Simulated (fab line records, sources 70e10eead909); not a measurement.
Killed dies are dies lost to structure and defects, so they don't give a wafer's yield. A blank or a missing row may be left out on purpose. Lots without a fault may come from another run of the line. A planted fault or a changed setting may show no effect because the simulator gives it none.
A struck lot beside a sound one | flow nand_harc | 18 steps out of a route of 1302
Sound: wafers L162.3, L162.4, L162.6. Struck: wafers L165.3, L165.4, L165.6. The cause comes at the end.
At each step with rows: each side's tool, then ch and its chambers, then its first start. Under that, the readings that differ: sound wafers | struck wafers | difference of the means | sigmas: that difference in standard deviations of wafers without a fault.
alike: readings whose means differ by less than 2 such deviations, and words and numbers that are the same on both sides. not compared: withheld readings, readings that some wafer has no value for, bounds like >300 that may hide the same value, and numbers for which the record gives no deviation and whose values overlap.
The two part at a step that has a row with sigmas, a row that says differs or no value, or rows on one side only. Numbers that don't overlap but have no deviation are shown without sigmas and don't part them. A reading that every wafer of one side lacks parts them only if that side has two wafers or more.

NHARC_P_GATE_CD_MEAS_46: target cd 720 nm.
  sound on cd_sem-03 ch 0, day 5 17:19; struck on cd_sem-02 ch 0, day 6 19:38
  reading    | sound             | struck            | difference | sigmas
  cd_nm (nm) | 717.2 717.7 713.8 | 722.2 720.6 722.7 | +5.6       | +2
then, 1 step without rows for these wafers: NHARC_P_GATE_HARDBAKE_47 (time 80 s).
NHARC_P_GATE_DESCUM_48: chemistry O2, time 3 s.
  sound on rie_diel-12 ch 0,1, day 5 17:29; struck on rie_diel-04 ch 1,2,3, day 6 19:47
  alike: drypump_motor_current_A, oes_product_au, rf_vpp_V, showerhead_plenum_p_Torr, throttle_valve_pct
  not compared: rf_hours_counter_h
then, 1 step without rows for these wafers: NHARC_P_GATE_IMPLANT_49.
NHARC_P_GATE_STRIP_111: strips in N2/H2, time 250 s.
  sound on plasma_asher-02 ch 0,1, day 5 17:56; struck on plasma_asher-02 ch 0,1, day 6 20:16
  alike: drypump_motor_current_A, heater_power_w
  not compared: rf_hours_counter_h
NHARC_P_GATE_STRIP_75: strips in O2.
  sound on plasma_asher-02 ch 0,1, day 5 18:10; struck on plasma_asher-02 ch 0,1, day 6 20:29
  alike: drypump_motor_current_A, heater_power_w
  not compared: rf_hours_counter_h
then, 6 steps without rows for these wafers: NHARC_P_GATE_STRIP_50 (strips in SPM, time 900 s); NHARC_P_GATE_DEHYDRATE_51 (time 120 s); NHARC_P_GATE_HMDS_52 (time 30 s); NHARC_P_GATE_COAT_53; NHARC_P_GATE_SOFTBAKE_54 (time 95 s); NHARC_P_GATE_EBR_55.
NHARC_P_GATE_EXPOSE_56: exposes mask P PSD, target cd 720 nm.
  sound on krf_scanner-02 ch 0, day 5 18:55; struck on krf_scanner-02 ch 0, day 6 21:15
  reading | sound                   | struck                           | difference | sigmas
  mask    | P_PSD#0 P_PSD#0 P_PSD#0 | P_PSD_R1#0 P_PSD_R1#0 P_PSD_R1#0 | differs    |
  alike: focus_offset_nm
then, 2 steps without rows for these wafers: NHARC_P_GATE_PEB_57 (peb time 85 s); NHARC_P_GATE_DEVELOP_58 (time 70 s).
NHARC_P_GATE_CD_MEAS_59: target cd 720 nm.
  sound on cd_sem-02 ch 0, day 5 19:04; struck on cd_sem-02 ch 0, day 6 21:24
  reading    | sound             | struck            | difference | sigmas
  cd_nm (nm) | 721.9 718.0 720.5 | 736.5 728.1 733.3 | +12.5      | +5
then, 1 step without rows for these wafers: NHARC_P_GATE_HARDBAKE_60 (time 80 s).
-- the record jumps here: 20 days lie between the struck wafers' starts before and after (it left off in module P_GATE and takes up again in module END, whose first step shown is number 1302 of the route) --
NHARC_END_SORT_01:
  the record has rows for the struck wafers here (prober-01 ch 0, day 27 09:15) and none for the sound ones

WHERE THEY PART
First at NHARC_P_GATE_CD_MEAS_46; last, within this record, at NHARC_END_SORT_01.

WHY: what the simulator had put in
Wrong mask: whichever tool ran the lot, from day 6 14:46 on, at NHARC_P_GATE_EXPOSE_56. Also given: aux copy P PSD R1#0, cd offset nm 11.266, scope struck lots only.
